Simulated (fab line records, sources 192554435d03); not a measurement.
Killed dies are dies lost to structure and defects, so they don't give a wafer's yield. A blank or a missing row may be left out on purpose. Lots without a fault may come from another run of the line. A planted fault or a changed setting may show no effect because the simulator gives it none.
A struck lot beside a sound one | flow n5_finfet | 25 steps out of a route of 1938
Sound: wafers L530.3, L530.5, L530.6. Struck: wafers L538.1, L538.3, L538.5. The cause comes at the end.
At each step with rows: each side's tool, then ch and its chambers, then its first start. Under that, the readings that differ: sound wafers | struck wafers | difference of the means | sigmas: that difference in standard deviations of wafers without a fault.
alike: readings whose means differ by less than 2 such deviations, and words and numbers that are the same on both sides. not compared: withheld readings, readings that some wafer has no value for, bounds like >300 that may hide the same value, and numbers for which the record gives no deviation and whose values overlap.
The two part at a step that has a row with sigmas, a row that says differs or no value, or rows on one side only. Numbers that don't overlap but have no deviation are shown without sigmas and don't part them. A reading that every wafer of one side lacks parts them only if that side has two wafers or more.

N5_BEOL_M5_CO_CAP_78: material Co, precursor CCTBA/H2, target thk 2 nm, time 102.1 s.
  sound on cvd_co-01 ch 1,2, day 9 16:00; struck on cvd_co-02 ch 0,1,2, day 12 00:37
  alike: heater_power_w
then, 1 step without rows for these wafers: N5_BEOL_M5_PRE_CLEAN_55 (time 15 s).
N5_BEOL_M5_DEP_56: deposits SiCN from 3MS/NH3, target thk 8 nm, time 14 s.
  sound on pecvd-01 ch 0,1, day 9 16:09; struck on pecvd-04 ch 0,1,2, day 12 00:44
  reading                         | sound             | struck            | difference | sigmas
  showerhead_plenum_p_Torr (Torr) | 3.635 3.644 3.654 | 3.693 3.666 3.679 | +0.035     | +3
  alike: throttle_valve_pct
N5_BEOL_M5_RS_MEAS_57: measures by four-point-probe.
  sound on film_metro-01, day 9 16:13; struck on film_metro-01, day 12 00:47
  alike: M5_RS
N5_BEOL_M5_INSPECT_58: inspects for defects (darkfield).
  sound on defect_inspect-02, day 9 16:14; struck on defect_inspect-02, day 12 00:49
  alike: raw_defect_count
N5_BEOL_M6_ILD_DEP_00: deposits SiCOH lowk from DEMS/porogen, target thk 179.75 nm, time 33.4 s.
  sound on pecvd-02 ch 1,2, day 9 16:17; struck on pecvd-01 ch 0,2, day 12 00:52
  alike: heater_power_w, showerhead_plenum_p_Torr, throttle_valve_pct
then, 1 step without rows for these wafers: N5_BEOL_M6_CURE_74 (cures SiCOH lowk, time 240 s).
N5_BEOL_M6_THK_MEAS_01:
  sound on film_metro-02, day 9 16:51; struck on film_metro-02, day 12 01:26
  alike: M6_ILD_THK
N5_BEOL_M6_PECVD_70: deposits SiO2 from TEOS/O2, target thk 20 nm, time 22.7 s.
  sound on pecvd-02 ch 1,2, day 9 16:53; struck on pecvd-03 ch 0,1, day 12 01:28
  alike: heater_power_w, showerhead_plenum_p_Torr, throttle_valve_pct
then, 3 steps without rows for these wafers: N5_BEOL_M6_HM_DEP_02 (deposits TiN, target thk 20 nm); N5_BEOL_M6_COAT_59 (time 60 s, resist thk 100 nm); N5_BEOL_M6_COAT_60 (time 60 s, resist thk 35 nm).
N5_BEOL_M6_COAT_05: resist thk 90 nm.
  sound on litho_track-02 ch 0, day 9 17:59; struck on litho_track-02 ch 0, day 12 02:33
  reading                                      | sound                | struck               | difference | sigmas
  spin_speed_rpm (rpm)                         | 1499.8 1500.2 1499.1 | 1459.5 1460.2 1459.0 | -40.1      | -41
  model.CAR-ArF_of_BEOL_M6_COAT_05.thk_nm (nm) | 89.2 89.4 89.8       | 91 91.2 91.4         | +2         |
  alike: dispense_pressure_kPa
then, 5 steps without rows for these wafers: N5_BEOL_M6_EBR_07; N5_BEOL_M6_SOFTBAKE_06 (time 60 s); N5_BEOL_M6_EXPOSE_08 (exposes mask M6); N5_BEOL_M6_PEB_09 (peb time 60 s); N5_BEOL_M6_DEVELOP_10 (develop time 30 s).
N5_BEOL_M6_CD_MEAS_11: target cd 38.5 nm.
  sound on cd_sem-01 ch 0, day 9 18:14; struck on cd_sem-01 ch 0, day 12 02:55
  alike: cd_nm
N5_BEOL_M6_OVL_MEAS_12:
  sound on overlay-02 ch 0, day 9 18:16; struck on overlay-01 ch 0, day 12 02:57
  alike: M6_OVL
N5_BEOL_M6_INSPECT_13: inspects for defects (brightfield).
  sound on defect_inspect-01, day 9 18:17; struck on defect_inspect-01, day 12 02:58
  alike: raw_defect_count
then, 1 step without rows for these wafers: N5_BEOL_M6_DESCUM_16 (chemistry O2, time 7.9 s).
N5_BEOL_M6_ETCH_61: etches SiARC in CF4, target depth 45.5 nm, time 75.8 s.
  sound on rie_diel-05 ch 0,1, day 9 18:21; struck on rie_diel-06 ch 0,1, day 12 03:07
  reading                                      | sound             | struck            | difference | sigmas
  throttle_valve_pct (%)                       | 15.26 15.26 15.55 | 15.87 15.77 15.85 | +0.47      | +2
  model.CAR-ArF_of_BEOL_M6_COAT_05.thk_nm (nm) | 50.2 50.4 50.8    | 51.8 52.2 52.2    | +1.6       |
  alike: drypump_motor_current_A, etch_rf_on_time_s, oes_product_au, rf_vpp_V, showerhead_plenum_p_Torr
  not compared: rf_hours_counter_h
N5_BEOL_M6_ETCH_62: etches SOC in N2/H2, target depth 110 nm, overetch 22 nm, time 165 s.
  sound on rie_diel-05 ch 0,1, day 9 18:25; struck on rie_diel-06 ch 0,1, day 12 03:10
  reading                | sound             | struck            | difference | sigmas
  throttle_valve_pct (%) | 17.62 17.62 17.84 | 18.20 18.00 18.20 | +0.44      | +2
  alike: drypump_motor_current_A, oes_product_au, rf_vpp_V, showerhead_plenum_p_Torr
  not compared: rf_hours_counter_h
-- the record jumps here: 4 days lie between the struck wafers' starts before and after (it left off in module BEOL_M6 and takes up again in module PASSIVATION, whose first step shown is number 1936 of the route) --
N5_PASSIVATION_PROBE_49:
  sound on prober-01, day 13 18:19; struck on prober-02, day 16 07:55
  alike: defect_limited_yield, killed_at_M0_to_M3, killed_at_M4_up, killed_at_contacts, killed_at_front_end, killed_at_other, killed_dies, killed_open, killed_short, sort_bin_5_function, sort_bin_6_memory, sort_n_pass, sort_yield_pct

WHERE THEY PART
First at N5_BEOL_M5_DEP_56; last, within this record, at N5_BEOL_M6_ETCH_62. Later steps at which nothing parts them and some readings are alike: N5_PASSIVATION_PROBE_49.

WHY: what the simulator had put in
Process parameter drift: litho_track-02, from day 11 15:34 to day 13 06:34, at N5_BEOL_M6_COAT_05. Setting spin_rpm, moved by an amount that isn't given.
